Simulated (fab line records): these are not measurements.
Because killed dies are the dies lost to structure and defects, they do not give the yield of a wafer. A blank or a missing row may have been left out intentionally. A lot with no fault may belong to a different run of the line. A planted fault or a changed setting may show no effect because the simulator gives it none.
Matching of chambers ; flow n5Finfet ; pecvd-04 running N5_MIM_TOP_ETCH_PECVD_03: 3 sister chambers
The step deposits SiNx from SiH4/NH3/N2, target thk 20 nm, time 17.6 s. 6 wafers are shown with their chamber, then 8 later ones without.

## WAFERS PAIRED WITH THEIR CHAMBERS
wafer;chamber;showerheadPlenumPTorr (Torr);throttleValvePct (%)
L806.4;1;5.05;40.6
L811.1;2;5.12;41.3
L811.6;2;5.13;41.3
L815.4;1;5.05;40.7
L815.5;0;4.96;40.1
L818.1;0;4.94;40.2

## WAFERS MISSING THEIR CHAMBER
wafer;showerheadPlenumPTorr (Torr);throttleValvePct (%)
L818.2;5.13;41.7
L818.3;4.96;40.3
L820.2;5.14;41.7
L820.3;5.04;35.2
L820.4;4.96;40.2
L823.2;5.11;41.6
L823.4;5.04;35.8
L823.6;5.15;41.3

## EACH ONE'S CHAMBER
wafer;from the rows above;in truth
L818.2;2;2
L818.3;0;0
L820.2;2;2
L820.3;0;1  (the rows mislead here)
L820.4;0;0
L823.2;2;2
L823.4;0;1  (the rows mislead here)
L823.6;2;2
6 of 8 placed correctly. Not placeable from these rows: 0. Number placed wrongly: 2.
How it was worked out, from the rows above alone: a wafer's distance from a chamber is the root of the sum, over the readings, of the square of ((its reading less the chamber's mean) divided by the reading's scatter). The wafer belongs to the nearest chamber; if the next one is less than 2 further off, it can't be placed. For every chamber, the mean is computed from those of its wafers that are shown. The scatter: the root of (the sum of the squares of (reading less its chamber's mean) over the shown wafers, divided by (wafers less chambers)).
